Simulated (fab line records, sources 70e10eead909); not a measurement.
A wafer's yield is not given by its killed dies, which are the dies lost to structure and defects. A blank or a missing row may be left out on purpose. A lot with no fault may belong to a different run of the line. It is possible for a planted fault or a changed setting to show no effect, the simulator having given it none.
fab line records    flow nand-harc    part 2 of 2: steps 5 to 6 of 6
[record] lots = 23  wafers = 69  last-day = 33
route steps=1302 shown A_STAIRCASE@712
lots with no fault: from the same line, run without faults
start-h: hours from the record's first day to the start of the lot's first wafer shown    wait-h: hours elapsed since this lot's preceding step    " the same as in the row above    L1.1+2: several wafers, shown together as one row    - value missing, or start not given    * or withheld: withheld    < > ~ a bound
route shown NAME@n: a module of which the file shows steps, and the number in the route of the first    usual: mean/standard deviation taken from wafers without a fault    same: alike in all rows    chamber/n: place in a boat    sites: per-site readings    _std_site: the values' standard deviation    _edge_site: the outer-site mean with the inner-site mean subtracted    radius-mm: how far each site lies from the wafer's centre    mask NAME#n: copy n    behind: tool/chamber where the wafer was last shaped    hold: the reason the lot was held/the length of the hold in hours/how it ended    device: transistor that didn't switch, given as n, p or np    end of line: tests of these same wafers at the route's end    step lacking rows: just its recipe    killed: dies that structure and defects cost at the first sort, which is not the same as the wafer's yield    map: a wafer's dies, x killed, . not, _ none there
set.NAME: setting as actually run; set.NAME@STEP: the setting as run at that earlier step    model.NAME: the simulator's own value behind a step, which no gauge read
steps of the route over a sample of lots; a table a step, a row a wafer
services: when a tool's chamber went out of use (start-h, in hours from the record's first day, below 0 if earlier), for how many hours, and the reason
[[steps]]
[step NHARC_A_STAIRCASE_TRIM_231]
[recipe] time-s = 211.2  o2-flow-sccm = 500  ar-flow-sccm = 0  bias-w = 0  chemistry = O2
[usual] drypump-motor-current-A = 5.9/0.6  oes-product-au = 1.000/0.0073  rf-vpp-V = 57.7/0.86  showerhead-plenum-p-Torr = 3.53/0.14  throttle-valve-pct = 17.038/0.0095
lot.wafer  tool         chamber  start-h  wait-h  drypump-motor-current-A  oes-product-au  rf-hours-counter-h  rf-vpp-V  showerhead-plenum-p-Torr  throttle-valve-pct
L075.3     rie-diel-13  1        -        -       6.6                      0.994           9                   58.3      3.62                      17.052
L075.1     "            2        "        "       4.8                      0.999           9                   56.6      3.40                      17.037
L075.2     "            3        "        "       5.7                      1.003           6                   57.8      3.80                      17.036
L077.2     rie-diel-05  1        -        -       5.5                      0.996           46                  58.4      3.52                      17.034
L077.6     "            0        "        "       6.4                      0.998           -                   58.3      3.75                      17.028
L077.5     "            1        "        "       5.5                      0.996           -                   57.1      3.52                      17.038
L076.1     rie-diel-05  3        -        -       6.1                      0.989           50                  57.1      3.53                      17.041
L076.4     "            0        "        "       6.4                      1.001           51                  57.6      3.74                      17.048
L076.5     "            0        "        "       6.4                      0.997           -                   58.6      3.74                      17.035
L078.1     rie-diel-07  1        -        -       6.1                      1.001           30                  57.4      3.51                      17.042
L078.3     "            2        "        "       5.5                      0.998           28                  57.7      3.47                      17.054
L078.5     "            0        "        "       5.0                      1.003           -                   56.6      3.31                      17.029
L079.4     rie-diel-13  1        -        -       6.6                      0.990           21                  57.5      3.61                      17.059
L079.2     "            0        "        "       6.4                      1.004           16                  56.8      3.42                      17.033
L079.5     "            1        "        "       6.6                      1.002           -                   57.9      3.61                      17.045
L080.2     rie-diel-13  2        -        -       4.8                      0.998           23                  56.8      3.39                      17.057
L080.4     "            0        "        "       6.5                      1.009           17                  57.8      3.42                      17.041
L080.5     "            2        "        "       4.8                      1.006           -                   56.8      3.39                      17.019
L081.2     rie-diel-13  1        -        -       6.6                      0.997           28                  56.7      3.61                      17.042
L081.3     "            2        "        "       4.8                      1.003           31                  57.2      3.39                      17.029
L081.6     "            0        "        "       6.5                      0.996           -                   58.4      3.42                      17.037
L082.3     rie-diel-05  1        -        -       5.5                      0.998           11                  58.6      3.51                      17.047
L082.2     "            3        "        "       6.1                      1.013           13                  57.6      3.51                      17.032
L082.4     "            0        "        "       6.4                      0.994           11                  58.4      3.73                      17.036
L084.3     rie-diel-05  2        -        -       6.2                      0.990           15                  59.3      3.41                      17.039
L084.4     "            1        "        "       5.5                      0.996           13                  57.4      3.50                      17.032
L084.5     "            3        "        "       6.1                      1.015           -                   57.3      3.51                      17.046
L085.1     rie-diel-07  2        -        -       5.6                      0.988           50                  57.9      3.46                      17.029
L085.6     "            0        "        "       5.0                      1.006           -                   58.3      3.30                      17.033
L085.5     "            1        "        "       6.1                      1.009           -                   58.1      3.50                      17.034
L083.2     rie-diel-13  0        -        -       6.5                      0.990           33                  57.5      3.41                      17.048
L083.4     "            1        "        "       6.6                      0.996           38                  58.9      3.60                      17.040
L083.6     "            2        "        "       4.8                      0.990           -                   57.7      3.38                      17.035
L086.1     rie-diel-05  3        -        -       6.1                      1.007           23                  58.7      3.51                      17.052
L086.4     "            1        "        "       5.5                      1.008           24                  58.5      3.50                      17.037
L086.5     "            2        "        "       6.2                      1.001           -                   57.4      3.41                      17.029
L087.4     rie-diel-13  2        -        -       4.8                      0.998           49                  55.9      3.38                      17.028
L087.1     "            3        "        "       5.7                      1.004           45                  59.3      3.78                      17.046
L087.6     "            3        "        "       5.7                      1.008           -                   57.7      3.78                      17.041
L088.1     rie-diel-05  3        -        -       6.1                      0.997           28                  58.0      3.50                      17.054
L088.4     "            0        "        "       6.4                      0.996           26                  59.0      3.72                      17.040
L088.2     "            1        "        "       5.5                      0.996           29                  57.2      3.50                      17.043
L089.1     rie-diel-13  1        -        -       6.6                      1.001           49                  57.0      3.60                      17.050
L089.4     "            2        "        "       4.8                      1.002           50                  58.2      3.38                      17.029
L089.6     "            2        "        "       4.8                      1.004           -                   58.4      3.38                      17.032
L090.4     rie-diel-05  3        -        -       6.1                      1.003           34                  56.5      3.50                      17.034
L090.1     "            0        "        "       6.4                      0.986           34                  59.8      3.72                      17.061
L090.5     "            2        "        "       6.2                      0.986           -                   57.7      3.40                      17.037
L091.4     rie-diel-13  3        -        -       5.7                      1.008           3                   58.7      3.78                      17.043
L091.1     "            1        "        "       6.6                      0.998           5                   58.5      3.59                      17.048
L091.6     "            2        "        "       4.8                      1.008           -                   57.0      3.37                      17.025
L092.4     rie-diel-07  1        -        -       6.0                      0.990           22                  58.2      3.48                      17.033
L092.5     "            1        "        "       6.0                      1.003           -                   56.9      3.48                      17.024
L092.6     "            2        "        "       5.5                      0.990           -                   59.0      3.45                      17.023
L093.1     rie-diel-05  0        -        -       6.4                      0.997           44                  57.9      3.71                      17.039
L093.5     "            0        "        "       6.4                      0.998           -                   58.1      3.71                      17.034
L093.6     "            1        "        "       5.5                      0.999           -                   55.5      3.48                      17.030
L094.4     rie-diel-07  2        -        -       5.5                      0.999           23                  56.8      3.45                      17.033
L094.1     "            0        "        "       5.0                      1.006           22                  55.1      3.28                      17.035
L094.5     "            2        "        "       5.5                      1.003           -                   57.8      3.45                      17.057
L097.2     rie-diel-13  2        -        -       4.8                      1.002           20                  58.4      3.36                      17.039
L097.5     "            2        "        "       4.8                      1.008           -                   57.8      3.36                      17.035
L097.6     "            3        "        "       5.7                      0.994           -                   57.7      3.77                      17.035
L095.2     rie-diel-05  1        -        -       5.5                      0.987           60                  57.4      3.48                      17.036
L095.1     "            3        "        "       6.1                      1.006           53                  56.7      3.49                      17.029
L095.4     "            0        "        "       6.4                      1.007           54                  59.4      3.71                      17.055
L096.4     rie-diel-13  3        -        -       5.7                      1.004           23                  59.2      3.77                      17.035
L096.2     "            1        "        "       6.6                      0.991           23                  57.8      3.58                      17.043
L096.6     "            2        "        "       4.8                      1.006           -                   57.7      3.36                      17.042
[step NHARC_A_STAIRCASE_ETCH_234]
[recipe] target-depth-a = 1000  time-s = 40.5  ion-energy-ev = 400  c4f8-flow-sccm = 20  o2-flow-sccm = 10  ar-flow-sccm = withheld  rf-w = 600  bias-w = 1000  chemistry = C4F8/O2
[usual] oes-product-au = 0.946/0.0099  rf-fwd-power-W = 592.9/2.9  rf-vpp-V = 896/5.3
lot.wafer  tool         chamber  start-h  wait-h  oes-product-au  rf-fwd-power-W  rf-hours-counter-h  rf-vpp-V
L075.3     rie-diel-13  2        -        -       0.938           596.3           9                   891
L075.2     "            3        "        "       0.948           592.2           7                   907
L075.1     "            0        "        "       0.930           591.0           7                   892
L077.2     rie-diel-05  1        -        -       0.941           596.6           47                  895
L077.6     "            1        "        "       0.948           596.2           -                   895
L077.5     "            2        "        "       0.949           592.0           -                   891
L076.1     rie-diel-05  1        -        -       0.961           598.7           48                  896
L076.4     "            0        "        "       0.952           589.9           51                  903
L076.5     "            1        "        "       0.962           595.6           -                   896
L078.3     rie-diel-07  3        -        -       0.936           593.9           27                  903
L078.1     "            0        "        "       0.950           590.2           28                  887
L078.5     "            2        "        "       0.949           591.4           -                   892
L079.2     rie-diel-13  3        -        -       0.961           588.7           16                  905
L079.4     "            1        "        "       0.945           589.3           21                  898
L079.5     "            3        "        "       0.961           591.1           -                   906
L080.2     rie-diel-13  1        -        -       0.953           592.3           22                  900
L080.4     "            0        "        "       0.948           593.5           17                  892
L080.5     "            1        "        "       0.945           593.1           -                   898
L081.3     rie-diel-13  0        -        -       0.947           592.7           23                  891
L081.2     "            1        "        "       0.950           591.4           28                  900
L081.6     "            0        "        "       0.935           593.9           -                   891
L082.3     rie-diel-05  0        -        -       0.940           593.9           11                  905
L082.2     "            2        "        "       0.932           589.4           14                  890
L082.4     "            3        "        "       0.949           593.4           14                  896
L084.3     rie-diel-05  2        -        -       0.937           588.4           16                  892
L084.4     "            0        "        "       0.939           593.0           13                  904
L084.5     "            1        "        "       0.938           597.7           -                   894
L085.1     rie-diel-07  3        -        -       0.954           589.4           47                  902
L085.6     "            2        "        "       0.920           589.8           -                   894
L085.5     "            3        "        "       0.954           587.3           -                   901
L083.2     rie-diel-13  2        -        -       0.952           595.6           39                  892
L083.4     "            3        "        "       0.958           593.4           32                  904
L083.6     "            2        "        "       0.946           596.0           -                   890
L086.4     rie-diel-05  3        -        -       0.938           589.1           24                  896
L086.1     "            1        "        "       0.949           594.3           24                  896
L086.5     "            2        "        "       0.944           592.9           -                   892
L087.4     rie-diel-13  1        -        -       0.935           595.0           48                  899
L087.1     "            3        "        "       0.950           594.4           45                  905
L087.6     "            2        "        "       0.953           595.7           -                   889
L088.4     rie-diel-05  2        -        -       0.956           588.4           31                  891
L088.2     "            3        "        "       0.943           594.9           28                  895
L088.1     "            1        "        "       0.937           597.8           29                  893
L089.4     rie-diel-13  2        -        -       0.943           596.4           50                  889
L089.1     "            0        "        "       0.946           595.3           46                  892
L089.6     "            1        "        "       0.931           591.0           -                   898
L090.4     rie-diel-05  3        -        -       0.941           590.8           35                  895
L090.1     "            1        "        "       0.944           596.9           36                  894
L090.5     "            3        "        "       0.945           589.6           -                   894
L091.4     rie-diel-13  2        -        -       0.951           599.3           5                   890
L091.1     "            0        "        "       0.966           591.4           3                   892
L091.6     "            3        "        "       0.954           595.3           -                   906
L092.4     rie-diel-07  3        -        -       0.944           593.5           16                  900
L092.6     "            2        "        "       0.937           591.4           -                   893
L092.5     "            3        "        "       0.952           595.9           -                   901
L093.1     rie-diel-05  1        -        -       0.949           592.4           49                  896
L093.6     "            2        "        "       0.934           595.3           -                   892
L093.5     "            3        "        "       0.944           594.9           -                   895
L094.4     rie-diel-07  2        -        -       0.936           591.2           24                  894
L094.1     "            3        "        "       0.930           594.1           21                  901
L094.5     "            3        "        "       0.932           592.3           -                   901
L097.2     rie-diel-13  1        -        -       0.958           589.8           19                  900
L097.5     "            1        "        "       0.935           589.4           -                   899
L097.6     "            2        "        "       0.943           593.9           -                   890
L095.4     rie-diel-05  3        -        -       0.949           594.5           53                  896
L095.2     "            0        "        "       0.955           589.2           54                  902
L095.1     "            1        "        "       0.949           599.1           60                  893
L096.4     rie-diel-13  0        -        -       0.971           590.2           21                  892
L096.2     "            2        "        "       0.948           596.8           26                  889
L096.6     "            1        "        "       0.954           590.5           -                   898
[[services]]
tool         chamber  start-h  hours  kind
rie-diel-13  -        344.54   9.0    pm
rie-diel-05  0        367.71   -      clean
rie-diel-05  1        367.71   -      clean
rie-diel-05  2        367.71   -      clean
rie-diel-05  3        367.71   -      clean
rie-diel-05  2        384.96   3.6    repair
rie-diel-05  0        392.21   -      clean
rie-diel-05  1        392.21   -      clean
rie-diel-05  2        392.21   -      clean
rie-diel-05  3        392.21   -      clean
rie-diel-05  -        409.10   9.0    pm
rie-diel-05  0        409.10   9.0    vent-cycle
rie-diel-05  1        409.10   9.0    vent-cycle
rie-diel-05  2        409.10   9.0    vent-cycle
rie-diel-05  3        409.10   9.0    vent-cycle
rie-diel-07  2        436.51   2.0    repair
rie-diel-13  3        439.10   9.3    repair
rie-diel-13  -        463.34   0.9    repair
rie-diel-07  -        472.66   9.0    pm
rie-diel-13  0        506.52   13.2   repair
rie-diel-05  1        511.35   3.4    repair
rie-diel-13  -        521.54   9.0    pm
rie-diel-13  2        534.40   2.0    repair
rie-diel-05  -        586.10   9.0    pm
